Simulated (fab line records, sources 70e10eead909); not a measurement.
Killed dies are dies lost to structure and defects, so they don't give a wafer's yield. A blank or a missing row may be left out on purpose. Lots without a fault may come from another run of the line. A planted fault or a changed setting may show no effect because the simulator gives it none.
Which tool did it? | flow nand_harc | 6 lots, 18 wafers sampled, at 1 step of a route of 1302

WHAT THE GAUGES READ, wafer by wafer
NHARC_A_CHANNEL_HOLE_D2_CD_MEAS_31.
lot  | measured     | on        | cd_nm (nm)
L989 | day 14 12:50 | cd_sem-02 | 90.7 89.9 90.5
L991 | day 15 15:20 | cd_sem-02 | 90.1 90.6 90.6
L993 | day 16 19:55 | cd_sem-01 | 91.2 90.0 91.0
L996 | day 17 22:49 | cd_sem-03 | 89.4 90.0 88.3
L999 | day 19 04:35 | cd_sem-02 | 91.6 88.3 90.4
L108 | day 22 13:32 | cd_sem-03 | 89.1 90.7 89.7

WHICH TOOL RAN EACH LOT (tool, then ch and the chambers of the sampled wafers, then the start)
The record holds no process step before these readings.

THE ANSWER, worked out from the rows above alone
Rule: what is usual is taken from the lots themselves. Put in order of their means at a reading, lots are off if they are a third of the lots or fewer, leave a main group of 4 or more, and stand apart from it by a gap of 3 or more times the standard deviation of the main group's means; of several such gaps the widest counts. A main group whose means are all the same, to the digits that the tables above print for the reading, isn't used. A lot without any number at a reading at which 4 lots or more have one is off too. The other lots that the step has rows for count as sound.
No lot is off at any reading shown: from this, nothing can be told.

WHAT THE SIMULATOR HAD PUT IN
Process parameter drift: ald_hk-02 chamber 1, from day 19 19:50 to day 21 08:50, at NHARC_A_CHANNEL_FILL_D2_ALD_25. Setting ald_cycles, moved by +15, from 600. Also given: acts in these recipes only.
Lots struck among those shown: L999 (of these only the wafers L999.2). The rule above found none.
